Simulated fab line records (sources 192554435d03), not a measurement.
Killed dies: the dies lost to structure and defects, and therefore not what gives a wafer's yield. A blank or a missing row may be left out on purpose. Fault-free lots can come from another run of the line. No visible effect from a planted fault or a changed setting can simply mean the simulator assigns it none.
A lot that was struck, set against a sound lot | flow n5Finfet | 19 steps out of a route of 1938
Sound: these wafers, L825.2, L825.3, L825.5. Struck: wafer L839.6 (left out: L839.5, a lot-mate that was not struck); the cause follows at the end.
For every step that has rows: the tool of each side, followed by ch and its chambers, followed by its first start. Under that, the readings that differ: sound wafers | struck wafers | difference of the means | sigmas: that difference in standard deviations of wafers without a fault.
alike: readings whose means differ by less than 2 such deviations, and words and numbers that are the same on both sides. not compared: withheld readings, readings that some wafer has no value for, bounds like >300 that may hide the same value, and numbers for which the record gives no deviation and whose values overlap.
A row with sigmas, a row that says differs or no value, or rows on one side alone: a step with any of these is where the two part. Numbers that don't overlap but have no deviation are shown without sigmas and don't part them. A reading missing from all wafers of one side parts the sides only when that side holds two or more wafers.

N5_BEOL_M13_ETCH_68: etches SOC in N2/H2, time 355 s.
  sound on rieDiel-03 ch 0,1,3, day 12 09:05; struck on rieDiel-03 ch 0, day 15 20:43
  alike: drypumpMotorCurrentA, oesProductAu, rfVppV, showerheadPlenumPTorr, throttleValvePct
  not compared: rfHoursCounterH
then, 1 step without rows for these wafers: N5_BEOL_M13_STRIP_69 (strips in N2/H2).
N5_BEOL_M13_TRENCH_ETCH_34: etches SiOC in C4F8/O2/Ar, target depth 413.47 nm, time 162.6 s.
  sound on rieDiel-03 ch 0,1,3, day 12 09:18; struck on rieDiel-03 ch 0, day 15 20:54
  alike: C4F8_flow_sccm, drypumpMotorCurrentA, oesProductAu, rfVppV, showerheadPlenumPTorr, throttleValvePct
  not compared: rfHoursCounterH
then, 1 step without rows for these wafers: N5_BEOL_M13_STRIP_70 (strips in C4F8/O2/Ar).
N5_BEOL_M13_OCD_MEAS_35:
  sound: ocd-02 at day 12 09:29; struck: ocd-01 at day 15 21:01
  alike: trenchDepthNm
then, 1 step without rows for these wafers: N5_BEOL_M13_STRIP_37 (strips in N2/H2).
N5_BEOL_M13_ETCH_38: etches SiCN in CF4/N2, target depth 67.5 nm, time 71.9 s.
  sound on rieDiel-03 ch 0,1,3, day 12 09:37; struck on rieDiel-03 ch 3, day 16 00:20
  alike: drypumpMotorCurrentA, oesProductAu, rfVppV, showerheadPlenumPTorr, throttleValvePct
  not compared: rfHoursCounterH
then, 3 steps without rows for these wafers: N5_BEOL_M13_PRECLEAN_39 (cleans in residue remover, time 60 s); N5_BEOL_M13_SRD_40 (time 30 s, dry time 30 s); N5_BEOL_M13_DEGAS_41 (time 60 s).
N5_BEOL_M13_PRE_CLEAN_42: time 30 s.
  sound: pvdSputter-03 at day 12 10:04; struck: pvdSputter-01 at day 16 00:46
  alike: heaterPowerW, susceptorTempC
then, 1 step without rows for these wafers: N5_BEOL_M13_SPUTTER_43 (material TaN, target thk 15 nm, time 24.19 s).
N5_BEOL_M13_SPUTTER_44: material Ta, target thk 10 nm, time 16.13 s.
  sound: pvdSputter-03 at day 12 10:11; struck: pvdSputter-01 at day 16 00:55
reading                                    | sound      | struck | difference | sigmas
model.Ta_of_BEOL_M13_SPUTTER_44.thkNm (nm) | 9.6 10 9.6 | 7      | -3         | 
  alike: throttleValvePct
  not compared: susceptorTempC
N5_BEOL_M13_SPUTTER_45: material Cu, target thk 80 nm, time 13.33 s.
  sound: pvdSputter-03 at day 12 10:16; struck: pvdSputter-01 at day 16 00:59
  alike: susceptorTempC, throttleValvePct
then, 2 steps without rows for these wafers: N5_BEOL_M13_ECD_47 (material Cu, target thk 936 nm); N5_BEOL_M13_ANNEAL_48 (time 90 s).
N5_BEOL_M13_CMP_49: polishes, stops on SiOC, t overpolish 17.1 s, target thk 420 nm.
  sound on cmp-01 ch 2,3, day 12 11:56; struck on cmp-04 ch 3, day 16 01:40
reading                   | sound          | struck | difference | sigmas
barrierFieldEndpointS (s) | 28.5 30.0 28.7 | 26.9   | -2.2       | -3
  alike: motorCurrentA
N5_BEOL_M13_THK_MEAS_50: measures by xrf.
  sound: filmMetro-01 at day 12 12:14; struck: filmMetro-01 at day 16 01:49
  alike: M13_THK
N5_PASSIVATION_PROBE_49:
  record: rows for the struck wafers here (prober-01, day 17 05:17), none for the sound ones

== WHERE THEY PART ==
Last at N5_PASSIVATION_PROBE_49 as far as this record goes, first at N5_BEOL_M13_CMP_49.

WHY: what had been put in by the simulator
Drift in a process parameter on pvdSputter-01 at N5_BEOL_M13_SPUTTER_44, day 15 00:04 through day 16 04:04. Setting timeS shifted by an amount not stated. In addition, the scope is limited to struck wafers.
